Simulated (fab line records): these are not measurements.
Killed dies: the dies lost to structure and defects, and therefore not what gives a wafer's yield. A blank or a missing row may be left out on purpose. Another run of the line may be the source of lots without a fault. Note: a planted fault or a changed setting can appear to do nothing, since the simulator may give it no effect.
Split-lot experiment    flow n5Finfet    21 wafers read from 7 lots, route of 1938 steps

== THE SPLIT ITSELF ==
At N5_BEOL_M3_COAT_05 (resist thk 30 nm), the setting spinRpm was moved away from the recipe's 1500 rpm on 7 of the 21 wafers read, by -10.9% to +9.5%. For the rest of the wafers, this setting stayed at what the recipe calls for.

== FROM THE SPLIT TO THE READING: what the file shows between them, 2 steps ==
- N5_BEOL_M3_EBR_07
- N5_BEOL_M3_SOFTBAKE_06: time 60 s

== THE READING ==
CAR-EUV_of_BEOL_M3_COAT_05.thkNm (the simulator's own value, which no gauge read), in nm, at N5_BEOL_M3_DESCUM_16 (chemistry O2, time 7 s). There is no usual value for it anywhere in the file. Here, 14 wafers ran the recipe; their average is 26.1 nm with a standard deviation of 0.096 nm.

wafer   tool, chamber at the split  spinRpm as run, rpm  against the recipe  CAR-EUV_of_BEOL_M3_COAT_05.thkNm, nm  against lot-mates on the recipe
L074.3  lithoTrack-01, 0            1594                 +6.3%               25.2                                  -0.9
L074.4  lithoTrack-01, 0            1500                 recipe              26.2                                  -
L074.6  lithoTrack-01, 0            1500                 recipe              26                                    -
L077.1  lithoTrack-03, 0            1500                 recipe              26                                    -
L077.4  lithoTrack-03, 0            1604                 +6.9%               25                                    -1.0
L077.5  lithoTrack-03, 0            1604                 +6.9%               25                                    -1.0
L080.1  lithoTrack-03, 0            1500                 recipe              26.2                                  -
L080.4  lithoTrack-03, 0            1500                 recipe              26.2                                  -
L080.5  lithoTrack-03, 0            1643                 +9.5%               24.8                                  -1.4
L081.1  lithoTrack-05, 0            1500                 recipe              26.2                                  -
L081.2  lithoTrack-05, 0            1500                 recipe              26.2                                  -
L081.3  lithoTrack-05, 0            1500                 recipe              26                                    -
L085.1  lithoTrack-03, 0            1500                 recipe              26                                    -
L085.4  lithoTrack-03, 0            1564                 +4.3%               25.4                                  -0.6
L085.6  lithoTrack-03, 0            1564                 +4.3%               25.4                                  -0.6
L093.2  lithoTrack-01, 0            1500                 recipe              26                                    -
L093.4  lithoTrack-01, 0            1500                 recipe              26                                    -
L093.5  lithoTrack-01, 0            1500                 recipe              26                                    -
L097.1  lithoTrack-05, 0            1500                 recipe              26                                    -
L097.2  lithoTrack-05, 0            1500                 recipe              26                                    -
L097.6  lithoTrack-05, 0            1337                 -10.9%              28                                    +2.0

THE FIT
A straight line over all 21 wafers: CAR-EUV_of_BEOL_M3_COAT_05.thkNm changes by -0.157 nm for each +1% of spinRpm; r = -0.99; the points scatter about the line by 0.11 nm.
The same after taking each lot's own level away (the mean of its wafers on the recipe; 21 wafers): -0.16 nm for each +1%; r = -0.99; scatter 0.087 nm.
That fit puts the effect of the largest move of spinRpm on the reading at 1.7 nm.
The span of the lots' own levels, 26.00 to 26.20 nm, comes to 2.1 times the standard deviation stated above.
Hence the lot-to-lot level has little effect on the slope; both slopes agree.
Check: with one of the wafers moved furthest among these (-10.9%) left out of the fit, the line predicts +1.57 nm for it against its lot-mates. It came out at +2 nm against them.

== OTHER SPLITS ON THESE WAFERS ==
Other splits were also applied to these wafers ahead of the reading. Each is held against what the fit with the lots' levels taken away leaves over:
other split on the same wafers     wafers away from the commonest value  r with CAR-EUV_of_BEOL_M3_COAT_05.thkNm (lot level and that fit taken away)
N5_BEOL_M0_CUTY_COAT_51 spinRpm    9                                     -0.09
N5_BEOL_M0_CUTY_EXPOSE_54 doseMj   7                                     +0.16
N5_BEOL_M1_TRENCH_ETCH_37 sourceW  10                                    -0.21
N5_BEOL_M2_ETCH_74 sourceW         5                                     -0.24
N5_BEOL_M2_COAT_22 spinRpm         5                                     +0.11
N5_BEOL_M3_ILD_DEP_00 timeS        10                                    -0.34

== THE WHOLE CHAIN: every reading that the file lists as answering this split, in the file's order ==
step                  what it does            reading                                                                            change (the file's fit)                r (the file's)
N5_BEOL_M3_COAT_05    resist thk 30 nm        CAR-EUV_of_BEOL_M3_COAT_05.thkNm (the simulator's own value, which no gauge read)  -0.148 nm for each +1% of the setting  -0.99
N5_BEOL_M3_DESCUM_16  chemistry O2, time 7 s  CAR-EUV_of_BEOL_M3_COAT_05.thkNm (the simulator's own value, which no gauge read)  -0.16 nm for each +1% of the setting   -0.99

== THE FILE'S OWN FIT ==
CAR-EUV_of_BEOL_M3_COAT_05.thkNm changes by -0.16 nm for each +1% of spinRpm, r = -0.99.
